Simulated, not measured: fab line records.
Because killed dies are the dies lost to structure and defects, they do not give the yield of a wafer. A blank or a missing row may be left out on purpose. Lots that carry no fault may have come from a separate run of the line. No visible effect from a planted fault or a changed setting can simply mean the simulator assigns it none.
Lot-split experiment + flow n5Finfet + 7 lots, 39 wafers read, on a route of 1938 steps

## ON THE SPLIT
At N5_GATE_CUT_ETCH_58 (etches SiNx in CH3F/O2, target depth 17 nm, time 128.6 s), the setting targetDepthA was moved away from the recipe's 170 angstrom on 18 of the 39 wafers read, by -9.6% to +12.8%. For the rest of the wafers, this setting stayed at what the recipe calls for.

The split's own step is where the reading is taken.

## THE READING
etch.depthNm (the simulator's own value, which no gauge read), in nm, at N5_GATE_CUT_ETCH_58 (etches SiNx in CH3F/O2, target depth 17 nm, time 128.6 s). There is no usual value for it anywhere in the file. Average 17.03 nm, standard deviation 0.25 nm, over the 21 wafers here run with the recipe.

| wafer  | tool, chamber at the split | targetDepthA as run, angstrom | against the recipe | etch.depthNm, nm | against lot-mates on the recipe |
|--------|----------------------------|-------------------------------|--------------------|------------------|---------------------------------|
| L080.1 | rieDiel-01, 2              | 170                           | recipe             | 17.07            | -                               |
| L080.2 | rieDiel-01, 3              | 159.1                         | -6.4%              | 16.24            | -0.98                           |
| L080.3 | rieDiel-01, 1              | 159.1                         | -6.4%              | 16.09            | -1.13                           |
| L080.4 | rieDiel-01, 0              | 170                           | recipe             | 17.14            | -                               |
| L080.5 | rieDiel-01, 3              | 170                           | recipe             | 17.45            | -                               |
| L080.6 | rieDiel-01, 0              | 159.1                         | -6.4%              | 16.11            | -1.11                           |
| L087.1 | rieDiel-03, 0              | 170                           | recipe             | 16.74            | -                               |
| L087.2 | rieDiel-03, 3              | 175.6                         | +3.3%              | 17.6             | +0.72                           |
| L087.3 | rieDiel-03, 2              | 170                           | recipe             | 17.01            | -                               |
| L087.4 | rieDiel-03, 1              | 170                           | recipe             | 16.9             | -                               |
| L087.5 | rieDiel-03, 2              | 175.6                         | +3.3%              | 17.53            | +0.65                           |
| L087.6 | rieDiel-03, 1              | 175.6                         | +3.3%              | 17.48            | +0.60                           |
| L089.1 | rieDiel-03, 0              | 170                           | recipe             | 16.9             | -                               |
| L089.2 | rieDiel-03, 3              | 188.1                         | +10.6%             | 18.87            | +2.00                           |
| L089.3 | rieDiel-03, 2              | 170                           | recipe             | 16.96            | -                               |
| L089.4 | rieDiel-03, 1              | 188.1                         | +10.6%             | 18.64            | +1.77                           |
| L089.5 | rieDiel-03, 0              | 170                           | recipe             | 16.74            | -                               |
| L089.6 | rieDiel-03, 3              | 188.1                         | +10.6%             | 18.73            | +1.86                           |
| L090.1 | rieDiel-01, 0              | 153.6                         | -9.6%              | 15.34            | -1.77                           |
| L090.2 | rieDiel-01, 3              | 153.6                         | -9.6%              | 15.72            | -1.39                           |
| L090.3 | rieDiel-01, 1              | 170                           | recipe             | 17.28            | -                               |
| L090.4 | rieDiel-01, 2              | 170                           | recipe             | 17.09            | -                               |
| L090.5 | rieDiel-01, 0              | 170                           | recipe             | 16.96            | -                               |
| L090.6 | rieDiel-01, 1              | 153.6                         | -9.6%              | 15.58            | -1.53                           |
| L093.1 | rieDiel-03, 2              | 191.7                         | +12.8%             | 19.36            | +2.45                           |
| L093.2 | rieDiel-03, 1              | 191.7                         | +12.8%             | 19.07            | +2.16                           |
| L093.3 | rieDiel-03, 0              | 170                           | recipe             | 16.87            | -                               |
| L093.4 | rieDiel-03, 1              | 170                           | recipe             | 16.94            | -                               |
| L093.5 | rieDiel-03, 2              | 170                           | recipe             | 16.92            | -                               |
| L093.6 | rieDiel-03, 0              | 191.7                         | +12.8%             | 19.02            | +2.11                           |
| L095.1 | rieDiel-06, 0              | 155.9                         | -8.3%              | 15.78            | -1.35                           |
| L095.2 | rieDiel-06, 1              | 170                           | recipe             | 17.35            | -                               |
| L095.3 | rieDiel-06, 2              | 155.9                         | -8.3%              | 15.3             | -1.83                           |
| L095.4 | rieDiel-06, 3              | 155.9                         | -8.3%              | 15.98            | -1.15                           |
| L095.5 | rieDiel-06, 2              | 170                           | recipe             | 16.61            | -                               |
| L095.6 | rieDiel-06, 1              | 170                           | recipe             | 17.42            | -                               |
| L096.4 | rieDiel-06, 2              | 170                           | recipe             | 16.62            | -                               |
| L096.5 | rieDiel-06, 0              | 170                           | recipe             | 17.24            | -                               |
| L096.6 | rieDiel-06, 1              | 170                           | recipe             | 17.43            | -                               |

FIT RESULTS
A straight line over all 39 wafers: etch.depthNm changes by +0.159 nm for each +1% of targetDepthA; r = +0.98; the points scatter about the line by 0.22 nm.
The same after taking each lot's own level away (the mean of its wafers on the recipe; 39 wafers): +0.173 nm for each +1%; r = +0.98; scatter 0.2 nm.
On that fit, the largest move of targetDepthA shifts the reading by 2.2 nm.
Across the lots, their own levels run from 16.867 to 17.220 nm, a range of 1.4 times the standard deviation given above.
So the lot-to-lot level changes the slope little: the two slopes agree.
Check: for one of the wafers moved furthest among these (+12.8%), held out of the fit, the line's prediction against its lot-mates is +2.19 nm. It came out at +2.45 nm against them.

## FURTHER SPLITS ON THESE WAFERS
Before the reading, these wafers also passed through other splits. Each is held against what the fit with the lots' levels taken away leaves over:
| other split on the same wafers   | wafers away from the commonest value | r with etch.depthNm (lot level and that fit taken away) |
|----------------------------------|--------------------------------------|---------------------------------------------------------|
| N5_SD_EPI_N_EPI_21 dopantConcCm3 | 15                                   | +0.03                                                   |
| N5_SD_EPI_P_EPI_21 timeS         | 9                                    | +0.05                                                   |

## THE FILE'S OWN FIT
etch.depthNm changes by +0.173 nm for each +1% of targetDepthA, r = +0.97.
